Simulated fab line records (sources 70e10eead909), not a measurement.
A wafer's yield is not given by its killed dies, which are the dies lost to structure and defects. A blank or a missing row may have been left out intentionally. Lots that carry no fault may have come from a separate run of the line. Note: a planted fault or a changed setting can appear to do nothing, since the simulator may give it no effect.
fab line records    flow nandHarc    part 1 of 2: steps 1 to 21 of 31
record: lots: 5  wafers: 15  lastDay: 33
route steps=1302 shown A_BONDPAD@1204
lots untouched by any fault: they come from a run of this same line in which no faults occurred
startH: start of the lot's first displayed wafer, in hours after the record's first day    waitH: time in hours since the lot's previous step    " same as the row above    L1.1+2: several wafers, shown together as one row    - no value, or no start was given    * or withheld: withheld    < > ~ a bound
route shown NAME@n: a module of which the file shows steps, and the number in the route of the first    usual: the fault-free wafers' mean and standard deviation    same: alike in all rows    chamber/n: place in a boat    sites: the reading at each site    _std_site: their standard deviation    _edge_site: mean of outer sites minus mean of inner sites    radiusMm: how far each site lies from the wafer's centre    mask NAME#n: copy n    behind: the most recent tool/chamber to have shaped the wafer    hold: why the lot was held/for how many hours/how that ended    device: transistor that didn't switch, given as n, p or np    end of line: at the end of the route, the tests of the same wafers    where a step has no rows: the recipe by itself    killed: not the wafer's yield, but the dies lost to structure and defects at the first sort    map: a wafer's dies, marking killed ones x, the rest . and places with no die _
set.NAME: the setting the step ran with; set.NAME@STEP: the setting that earlier step ran with    model.NAME: the simulator's own value behind a step, which no gauge read
a table for each step, a row for each wafer; lots at some steps of the route
services: when a tool's chamber went out of use (startH, in hours from the record's first day, below 0 if earlier), for how many hours, and the reason
== steps ==
step: NHARC_A_BONDPAD_THK_MEAS_30
recipe: thkMeasGauge: ellipsometry
usual: thkNm: 200.2/1.3
lot.wafer  tool          chamber  startH  waitH  thkNm
L080.1     filmMetro-02  -        590.68  0.2    198.3
L080.4     "             -        "       "      200.8
L080.6     "             -        "       "      198.9
L091.4     filmMetro-02  -        681.22  0.2    198.4
L091.5     "             -        "       "      198.8
L091.6     "             -        "       "      199.7
L092.1     filmMetro-02  -        715.89  0.2    199.6
L092.2     "             -        "       "      199.2
L092.3     "             -        "       "      200.6
L093.2     filmMetro-01  -        722.40  0.2    200.0
L093.5     "             -        "       "      200.2
L093.6     "             -        "       "      201.1
L097.1     filmMetro-02  -        764.38  0.2    200.3
L097.4     "             -        "       "      197.2
L097.6     "             -        "       "      200.1
step: NHARC_A_BONDPAD_SRD_31
lot.wafer   tool         chamber  startH  waitH
L080.4+6+1  wetBench-10  5,6,7    590.73  0.0
L091.5+4+6  wetBench-10  6,7,2    681.26  0.0
L092.3+2+1  wetBench-10  7,1,4    715.93  0.0
L093.2+6+5  wetBench-10  1,2,4    722.45  0.0
L097.6+1+4  wetBench-10  4,5,6    764.43  0.0
step: NHARC_A_BONDPAD_DEHYDRATE_01
recipe: tempC: 150  timeS: 120
usual: resistLineTempC: 22.98/0.086
lot.wafer  tool           chamber  startH  waitH  resistLineTempC
L080.1     lithoTrack-07  0        590.81  0.1    23.07
L080.4     "              0        "       "      22.91
L080.6     "              0        "       "      23.12
L091.4     lithoTrack-07  0        681.35  0.1    23.08
L091.5     "              0        "       "      22.99
L091.6     "              0        "       "      23.06
L092.1     lithoTrack-02  0        716.01  0.1    23.07
L092.2     "              0        "       "      22.99
L092.3     "              0        "       "      23.14
L093.2     lithoTrack-07  0        722.53  0.1    22.88
L093.5     "              0        "       "      22.97
L093.6     "              0        "       "      23.09
L097.1     lithoTrack-05  0        764.50  0.1    22.93
L097.4     "              0        "       "      22.95
L097.6     "              0        "       "      22.84
step: NHARC_A_BONDPAD_HMDS_02
recipe: timeS: 30
usual: resistLineTempC: 23.00/0.11
lot.wafer  tool           chamber  startH  waitH  resistLineTempC
L080.1     lithoTrack-07  0        -       -      22.80
L080.4     "              0        "       "      22.86
L080.6     "              0        "       "      23.03
L091.4     lithoTrack-07  0        -       -      22.86
L091.5     "              0        "       "      22.86
L091.6     "              0        "       "      22.78
L092.1     lithoTrack-02  0        -       -      23.10
L092.2     "              0        "       "      23.03
L092.3     "              0        "       "      23.13
L093.2     lithoTrack-07  0        -       -      22.93
L093.5     "              0        "       "      22.84
L093.6     "              0        "       "      22.67
L097.1     lithoTrack-05  0        -       -      22.95
L097.4     "              0        "       "      23.12
L097.6     "              0        "       "      22.91
step: NHARC_A_BONDPAD_COAT_33
recipe: tempC: 200  timeS: 65
usual: resistLineTempC: 22.99/0.098
lot.wafer  tool           chamber  startH  waitH  resistLineTempC
L080.1     lithoTrack-07  0        -       -      22.90
L080.4     "              0        "       "      23.01
L080.6     "              0        "       "      23.03
L091.4     lithoTrack-07  0        -       -      23.00
L091.5     "              0        "       "      23.10
L091.6     "              0        "       "      23.16
L092.1     lithoTrack-02  0        -       -      22.91
L092.2     "              0        "       "      22.98
L092.3     "              0        "       "      23.05
L093.2     lithoTrack-07  0        -       -      22.98
L093.5     "              0        "       "      22.83
L093.6     "              0        "       "      22.90
L097.1     lithoTrack-05  0        -       -      23.19
L097.4     "              0        "       "      23.06
L097.6     "              0        "       "      22.96
step: NHARC_A_BONDPAD_COAT_03
recipe: spinRpm: 2000  resistThkNm: 600
usual: resistLineTempC: 23.01/0.093
lot.wafer  tool           chamber  startH  waitH  resistLineTempC
L080.1     lithoTrack-07  0        -       -      22.94
L080.4     "              0        "       "      23.01
L080.6     "              0        "       "      22.92
L091.4     lithoTrack-07  0        -       -      22.89
L091.5     "              0        "       "      23.01
L091.6     "              0        "       "      22.86
L092.1     lithoTrack-02  0        -       -      22.91
L092.2     "              0        "       "      23.02
L092.3     "              0        "       "      22.99
L093.2     lithoTrack-07  0        -       -      23.15
L093.5     "              0        "       "      23.07
L093.6     "              0        "       "      22.99
L097.1     lithoTrack-05  0        -       -      23.04
L097.4     "              0        "       "      22.93
L097.6     "              0        "       "      23.14
step: NHARC_A_BONDPAD_SOFTBAKE_04
recipe: tempC: 125  timeS: 70
usual: resistLineTempC: 23.00/0.1
lot.wafer  tool           chamber  startH  waitH  resistLineTempC
L080.1     lithoTrack-07  0        -       -      23.01
L080.4     "              0        "       "      23.12
L080.6     "              0        "       "      22.93
L091.4     lithoTrack-07  0        -       -      22.90
L091.5     "              0        "       "      22.93
L091.6     "              0        "       "      23.07
L092.1     lithoTrack-02  0        -       -      23.04
L092.2     "              0        "       "      23.07
L092.3     "              0        "       "      23.07
L093.2     lithoTrack-07  0        -       -      22.99
L093.5     "              0        "       "      23.20
L093.6     "              0        "       "      23.11
L097.1     lithoTrack-05  0        -       -      23.13
L097.4     "              0        "       "      22.98
L097.6     "              0        "       "      23.08
step: NHARC_A_BONDPAD_EBR_05
usual: resistLineTempC: 23.00/0.12
lot.wafer  tool           chamber  startH  waitH  resistLineTempC
L080.1     lithoTrack-07  0        -       -      22.87
L080.4     "              0        "       "      22.99
L080.6     "              0        "       "      23.02
L091.4     lithoTrack-07  0        -       -      23.12
L091.5     "              0        "       "      23.12
L091.6     "              0        "       "      23.11
L092.1     lithoTrack-02  0        -       -      22.92
L092.2     "              0        "       "      22.92
L092.3     "              0        "       "      22.85
L093.2     lithoTrack-07  0        -       -      23.14
L093.5     "              0        "       "      22.99
L093.6     "              0        "       "      22.99
L097.1     lithoTrack-05  0        -       -      23.06
L097.4     "              0        "       "      23.02
L097.6     "              0        "       "      23.16
step: NHARC_A_BONDPAD_EXPOSE_06
recipe: na: 0.55  doseMj: 36.99  maskId: A_BPAD
lot.wafer   tool           chamber  startH  waitH  mask
L080.1+4+6  krfScanner-03  0        591.10  -      A_BPAD#0
L091.4+5+6  krfScanner-04  0        681.53  -      A_BPAD#0
L092.1+2+3  krfScanner-02  0        716.18  -      A_BPAD#0
L093.2+5+6  krfScanner-04  0        722.83  -      A_BPAD#0
L097.1+4+6  krfScanner-04  0        764.79  -      A_BPAD#0
step: NHARC_A_BONDPAD_PEB_07
recipe: pebTempC: 128  pebTimeS: 80
usual: resistLineTempC: 22.99/0.11
lot.wafer  tool           chamber  startH  waitH  resistLineTempC
L080.1     lithoTrack-05  0        591.16  0.1    23.18
L080.4     "              0        "       "      22.87
L080.6     "              0        "       "      22.92
L091.4     lithoTrack-07  0        681.58  0.0    23.08
L091.5     "              0        "       "      23.00
L091.6     "              0        "       "      23.14
L092.1     lithoTrack-02  0        716.24  0.1    23.01
L092.2     "              0        "       "      23.08
L092.3     "              0        "       "      23.12
L093.2     lithoTrack-07  0        722.89  0.1    23.03
L093.5     "              0        "       "      23.03
L093.6     "              0        "       "      22.94
L097.1     lithoTrack-02  0        764.86  0.1    22.78
L097.4     "              0        "       "      23.04
L097.6     "              0        "       "      23.01
step: NHARC_A_BONDPAD_DEVELOP_08
recipe: timeS: 50  devTempC: 22
usual: resistLineTempC: 23.02/0.1
lot.wafer  tool           chamber  startH  waitH  resistLineTempC
L080.1     lithoTrack-05  0        -       -      23.03
L080.4     "              0        "       "      22.94
L080.6     "              0        "       "      23.11
L091.4     lithoTrack-07  0        -       -      23.24
L091.5     "              0        "       "      23.22
L091.6     "              0        "       "      23.14
L092.1     lithoTrack-02  0        -       -      23.04
L092.2     "              0        "       "      23.05
L092.3     "              0        "       "      22.94
L093.2     lithoTrack-07  0        -       -      23.12
L093.5     "              0        "       "      23.21
L093.6     "              0        "       "      23.04
L097.1     lithoTrack-02  0        -       -      23.12
L097.4     "              0        "       "      22.93
L097.6     "              0        "       "      23.14
step: NHARC_A_BONDPAD_CD_MEAS_09
recipe: targetCdNm: 500  landingEnergyEv: 500
usual: cdNm: 499.3/1.8
lot.wafer  tool      chamber  startH  waitH  cdNm
L080.1     cdSem-03  0        591.25  -      501.9
L080.4     "         0        "       "      499.3
L080.6     "         0        "       "      502.8
L091.4     cdSem-01  0        681.67  -      498.5
L091.5     "         0        "       "      498.9
L091.6     "         0        "       "      497.9
L092.1     cdSem-02  0        716.33  -      499.3
L092.2     "         0        "       "      496.6
L092.3     "         0        "       "      499.4
L093.2     cdSem-02  0        722.98  -      499.3
L093.5     "         0        "       "      501.3
L093.6     "         0        "       "      498.5
L097.1     cdSem-03  0        764.94  -      499.9
L097.4     "         0        "       "      502.5
L097.6     "         0        "       "      497.3
step: NHARC_A_BONDPAD_OVL_MEAS_35
usual: overlayXNm: -1/6.8  overlayYNm: -1/4.1
lot.wafer  tool        chamber  startH  waitH  overlayXNm  overlayYNm
L080.1     overlay-02  -        591.34  -      4           -3
L080.4     "           -        "       "      4           -3
L080.6     "           -        "       "      4           -3
L091.4     overlay-02  -        681.75  -      7           0
L091.5     "           -        "       "      6           -1
L091.6     "           -        "       "      6           -1
L092.1     overlay-01  -        716.42  -      4           2
L092.2     "           -        "       "      4           2
L092.3     "           -        "       "      4           2
L093.2     overlay-01  -        723.06  -      -9          -2
L093.5     "           -        "       "      -9          -2
L093.6     "           -        "       "      -10         -2
L097.1     overlay-02  -        765.03  -      10          -9
L097.4     "           -        "       "      10          -9
L097.6     "           -        "       "      10          -8
step: NHARC_A_BONDPAD_HARDBAKE_10
recipe: tempC: 118  timeS: 65
usual: resistLineTempC: 22.99/0.11
lot.wafer  tool           chamber  startH  waitH  resistLineTempC
L080.1     lithoTrack-07  0        591.38  0.0    22.96
L080.4     "              0        "       "      22.97
L080.6     "              0        "       "      22.81
L091.4     lithoTrack-05  0        681.80  0.1    23.16
L091.5     "              0        "       "      22.95
L091.6     "              0        "       "      23.04
L092.1     lithoTrack-02  0        716.46  0.0    23.04
L092.2     "              0        "       "      22.94
L092.3     "              0        "       "      22.77
L093.2     lithoTrack-05  0        723.11  0.0    23.35
L093.5     "              0        "       "      23.20
L093.6     "              0        "       "      23.24
L097.1     lithoTrack-07  0        765.08  0.0    23.10
L097.4     "              0        "       "      22.91
L097.6     "              0        "       "      23.05
step: NHARC_A_BONDPAD_DESCUM_11
recipe: timeS: 3  o2FlowSccm: 200  arFlowSccm: 0  biasPowerW: 0  chemistry: O2
usual: drypumpMotorCurrentA: 5.95/0.27  o2FlowSccm: 199.9/0.55  oesProductAu: 1.003/0.01  rfVppV: 57.6/0.97  showerheadPlenumPTorr: 1.88/0.085  throttleValvePct: 11.310/0.0088
lot.wafer  tool        chamber  startH  waitH  drypumpMotorCurrentA  o2FlowSccm  oesProductAu  rfHoursCounterH  rfVppV  showerheadPlenumPTorr  throttleValvePct
L080.1     rieDiel-09  3        591.49  -      5.47                  199.5       0.997         2                58.3    1.78                   11.306
L080.4     "           0        "       "      5.84                  199.5       1.001         1                59.6    1.82                   11.323
L080.6     "           2        "       "      6.14                  200.4       0.995         -                57.1    1.85                   11.308
L091.4     rieDiel-07  3        681.87  -      6.25                  200.4       0.991         7                58.5    1.95                   11.337
L091.5     "           3        "       "      6.25                  199.5       0.999         -                58.3    1.95                   11.309
L091.6     "           0        "       "      6.19                  199.7       0.997         -                57.5    1.98                   11.307
L092.2     rieDiel-09  3        716.54  -      5.48                  200.3       1.025         1                57.7    1.78                   11.305
L092.3     "           0        "       "      5.90                  200.6       1.019         1                57.0    1.82                   11.315
L092.1     "           1        "       "      6.20                  199.8       0.992         0                58.0    1.94                   11.316
L093.2     rieDiel-07  1        723.20  -      5.90                  199.4       0.986         9                57.4    1.98                   11.327
L093.6     "           0        "       "      6.15                  199.9       0.991         -                57.6    1.98                   11.318
L093.5     "           1        "       "      5.92                  199.8       0.991         -                57.9    1.98                   11.327
L097.1     rieDiel-11  2        765.15  -      5.55                  200.0       0.998         59               57.4    2.06                   11.305
L097.4     "           1        "       "      5.76                  200.2       0.983         52               59.1    1.94                   11.300
L097.6     "           3        "       "      5.81                  200.1       1.006         -                59.0    2.04                   11.300
step: NHARC_A_BONDPAD_ETCH_34
recipe: targetDepthA: 600  overetchA: 180  timeS: 65.91  ionEnergyEv: 200  n2FlowSccm: 150  h2FlowSccm: 150  arFlowSccm: 0  rfW: 400  biasW: 150  chemistry: N2/H2
usual: biasW: 150.0/0.43  drypumpMotorCurrentA: 5.94/0.28  oesProductAu: 1.004/0.0095  rfVppV: 429.5/2.7  showerheadPlenumPTorr: 2.00/0.093  throttleValvePct: 14.172/0.0095
lot.wafer  tool        chamber  startH  waitH  biasW  drypumpMotorCurrentA  oesProductAu  rfHoursCounterH  rfVppV  showerheadPlenumPTorr  throttleValvePct
L080.4     rieDiel-09  0        591.56  0.1    150.0  5.88                  1.010         1                427.8   1.94                   14.177
L080.1     "           2        "       "      150.8  6.15                  0.989         2                427.7   1.97                   14.164
L080.6     "           0        "       "      150.1  5.89                  1.003         -                427.1   1.94                   14.179
L091.4     rieDiel-07  3        681.97  0.1    149.8  6.26                  1.015         7                430.8   2.08                   14.160
L091.5     "           1        "       "      149.8  5.90                  0.998         -                431.9   2.12                   14.169
L091.6     "           2        "       "      150.1  6.10                  1.002         -                435.5   2.19                   14.177
L092.3     rieDiel-09  0        716.63  0.1    150.4  5.89                  1.015         1                428.8   1.94                   14.159
L092.1     "           1        "       "      150.9  6.20                  0.989         1                432.3   2.07                   14.190
L092.2     "           2        "       "      149.9  6.12                  0.996         1                428.1   1.97                   14.180
L093.2     rieDiel-07  3        723.27  0.1    149.9  6.26                  0.993         9                431.2   2.08                   14.177
L093.6     "           3        "       "      150.4  6.26                  0.999         -                430.8   2.08                   14.159
L093.5     "           0        "       "      150.1  6.19                  1.007         -                432.9   2.12                   14.167
L097.4     rieDiel-11  2        765.25  0.1    149.4  5.54                  0.996         59               434.5   2.20                   14.179
L097.1     "           3        "       "      149.3  5.79                  1.005         51               435.7   2.18                   14.167
L097.6     "           1        "       "      149.3  5.78                  0.990         -                433.1   2.07                   14.189
step: NHARC_A_BONDPAD_ETCH_12
recipe: targetDepthA: 2200  timeS: 110  chf3FlowSccm: 50  o2FlowSccm: 10  arFlowSccm: 200  rfW: 500  biasW: 200  chemistry: CHF3/O2
usual: biasW: 199.9/0.62  drypumpMotorCurrentA: 5.95/0.28  o2FlowSccm: 9.999/0.026  oesProductAu: 0.948/0.024  rfVppV: 369.6/2.4  showerheadPlenumPTorr: 2.36/0.1  throttleValvePct: 20.572/0.009
lot.wafer  tool        chamber  startH  waitH  biasW  drypumpMotorCurrentA  o2FlowSccm  oesProductAu  rfHoursCounterH  rfVppV  showerheadPlenumPTorr  throttleValvePct
L080.1     rieDiel-09  1        -       -      198.9  6.20                  10.001      0.980         3                370.5   2.44                   20.565
L080.4     "           2        "       "      199.7  6.13                  9.965       0.957         2                368.2   2.32                   20.573
L080.6     "           0        "       "      200.2  5.86                  10.038      0.981         -                367.5   2.29                   20.578
L091.4     rieDiel-07  2        -       -      200.0  6.07                  9.984       0.910         7                372.6   2.57                   20.578
L091.5     "           0        "       "      199.5  6.18                  9.996       0.925         -                373.4   2.49                   20.570
L091.6     "           1        "       "      199.7  5.93                  10.019      0.924         -                372.7   2.49                   20.562
L092.3     rieDiel-09  0        -       -      199.9  5.92                  9.957       0.961         1                369.1   2.29                   20.555
L092.1     "           2        "       "      200.0  6.12                  10.031      0.936         1                367.8   2.32                   20.563
L092.2     "           3        "       "      198.5  5.49                  10.001      0.969         1                367.3   2.24                   20.571
L093.2     rieDiel-07  0        -       -      200.6  6.18                  9.963       0.925         6                372.5   2.49                   20.571
L093.6     "           1        "       "      199.5  5.92                  10.047      0.922         -                371.9   2.49                   20.581
L093.5     "           2        "       "      201.1  6.06                  10.010      0.917         -                373.2   2.57                   20.563
L097.1     rieDiel-11  1        -       -      200.6  5.80                  10.030      0.910         52               370.4   2.44                   20.575
L097.4     "           0        "       "      200.1  6.46                  9.972       0.925         46               368.3   2.33                   20.558
L097.6     "           1        "       "      198.9  5.77                  10.006      0.928         -                371.6   2.44                   20.588
step: NHARC_A_BONDPAD_CD_MEAS_13
usual: cdNm: 499.0/2.1
lot.wafer  tool      chamber  startH  waitH  cdNm
L080.1     cdSem-01  -        591.78  -      501.1
L080.4     "         -        "       "      499.4
L080.6     "         -        "       "      502.8
L091.4     cdSem-03  -        682.20  -      497.5
L091.5     "         -        "       "      499.1
L091.6     "         -        "       "      498.4
L092.1     cdSem-02  -        716.86  -      498.3
L092.2     "         -        "       "      495.8
L092.3     "         -        "       "      499.0
L093.2     cdSem-03  -        723.51  -      498.4
L093.5     "         -        "       "      500.1
L093.6     "         -        "       "      499.5
L097.1     cdSem-02  -        765.47  -      499.2
L097.4     "         -        "       "      501.8
L097.6     "         -        "       "      496.7
step: NHARC_A_BONDPAD_STRIP_15
recipe: o2FlowSccm: 500  arFlowSccm: 0  biasW: 0  chemistry: O2
usual: drypumpMotorCurrentA: 5.97/0.26  o2FlowSccm: 499.8/1.5  oesProductAu: 1.004/0.0098  rfVppV: 57.6/1  showerheadPlenumPTorr: 3.52/0.16  throttleValvePct: 17.037/0.0095
same: biasW: 0
lot.wafer  tool        chamber  startH  waitH  drypumpMotorCurrentA  o2FlowSccm  oesProductAu  rfHoursCounterH  rfVppV  showerheadPlenumPTorr  throttleValvePct
L080.1     rieDiel-09  0        591.89  0.1    5.91                  499.6       1.002         2                57.6    3.37                   17.022
L080.4     "           1        "       "      6.21                  500.7       1.013         3                57.8    3.58                   17.039
L080.6     "           3        "       "      5.52                  501.6       0.998         -                57.4    3.30                   17.042
L091.4     rieDiel-07  2        682.29  0.1    6.07                  501.0       1.002         7                58.7    3.77                   17.022
L091.5     "           0        "       "      6.17                  500.3       1.003         -                58.1    3.65                   17.021
L091.6     "           1        "       "      5.98                  500.0       0.994         -                58.1    3.65                   17.032
L092.2     rieDiel-09  3        716.95  0.1    5.53                  500.0       1.023         1                56.2    3.30                   17.048
L092.3     "           0        "       "      5.89                  498.2       1.018         1                58.4    3.37                   17.025
L092.1     "           1        "       "      6.21                  501.9       0.984         1                58.2    3.58                   17.031
L093.2     rieDiel-09  3        723.59  0.1    5.49                  500.5       1.011         1                57.7    3.29                   17.051
L093.5     "           2        "       "      6.13                  499.1       0.997         -                57.2    3.41                   17.041
L093.6     "           3        "       "      5.50                  497.8       1.008         -                55.4    3.30                   17.033
L097.4     rieDiel-09  3        765.54  0.1    5.49                  501.7       1.014         2                58.7    3.29                   17.047
L097.1     "           2        "       "      6.09                  500.2       0.995         2                57.3    3.41                   17.041
L097.6     "           0        "       "      5.89                  501.7       1.014         -                58.0    3.37                   17.033
step: NHARC_A_BONDPAD_ETCH_24
recipe: targetDepthA: 300  overEtchFrac: 0.3  timeS: 72.99  ionEnergyEv: 150  cf4FlowSccm: 50  n2FlowSccm: 100  arFlowSccm: 150  rfW: 300  biasW: 100  chemistry: CF4/N2
usual: biasW: 100.0/0.3  drypumpMotorCurrentA: 5.97/0.26  oesProductAu: 1.004/0.0093  rfVppV: 314.1/2.1  showerheadPlenumPTorr: 2.62/0.12  throttleValvePct: 19.794/0.009
lot.wafer  tool        chamber  startH  waitH  biasW  drypumpMotorCurrentA  oesProductAu  rfHoursCounterH  rfVppV  showerheadPlenumPTorr  throttleValvePct
L080.1     rieDiel-09  3        -       -      100.9  5.49                  1.003         3                311.7   2.45                   19.797
L080.4     "           1        "       "      100.0  6.20                  1.010         3                314.8   2.66                   19.779
L080.6     "           3        "       "      100.4  5.49                  1.000         -                310.0   2.45                   19.788
L091.4     rieDiel-07  1        -       -      99.9   5.95                  1.004         7                317.0   2.72                   19.809
L091.5     "           2        "       "      100.0  6.05                  0.988         -                316.5   2.81                   19.803
L091.6     "           3        "       "      100.1  6.25                  1.010         -                314.1   2.67                   19.790
L092.2     rieDiel-09  1        -       -      100.0  6.19                  0.991         1                315.0   2.66                   19.809
L092.1     "           2        "       "      99.5   6.14                  0.996         1                313.7   2.54                   19.783
L092.3     "           3        "       "      100.4  5.51                  1.012         1                310.8   2.45                   19.783
L093.2     rieDiel-09  1        -       -      100.2  6.19                  0.994         1                314.6   2.66                   19.791
L093.6     "           3        "       "      99.9   5.53                  1.009         -                312.1   2.45                   19.802
L093.5     "           0        "       "      99.1   5.88                  1.010         -                312.6   2.50                   19.775
L097.4     rieDiel-09  3        -       -      99.9   5.50                  1.031         2                309.9   2.45                   19.817
L097.1     "           2        "       "      99.8   6.14                  1.009         2                312.8   2.54                   19.803
L097.6     "           0        "       "      100.3  5.88                  1.024         -                311.9   2.50                   19.798
step: NHARC_A_BONDPAD_STRIP_16
recipe: timeS: 600  tempC: 30  chemistry: postEtchResidueRemover
usual: bathHeatDutyPct: 13.1/1.5
lot.wafer  tool         chamber  startH  waitH  bathHeatDutyPct
L080.6     wetBench-10  3        592.15  -      11.4
L080.1     "            5        "       "      13.4
L080.4     "            7        "       "      12.1
L091.5     wetBench-10  7        682.55  -      13.1
L091.4     "            0        "       "      14.1
L091.6     "            1        "       "      15.8
L092.1     wetBench-08  2        717.22  -      10.0
L092.2     "            3        "       "      14.0
L092.3     "            6        "       "      12.7
L093.6     wetBench-08  1        723.87  -      10.5
L093.2     "            2        "       "      10.9
L093.5     "            4        "       "      14.7
L097.4     wetBench-10  6        765.83  -      12.5
L097.1     "            1        "       "      16.5
L097.6     "            2        "       "      15.2
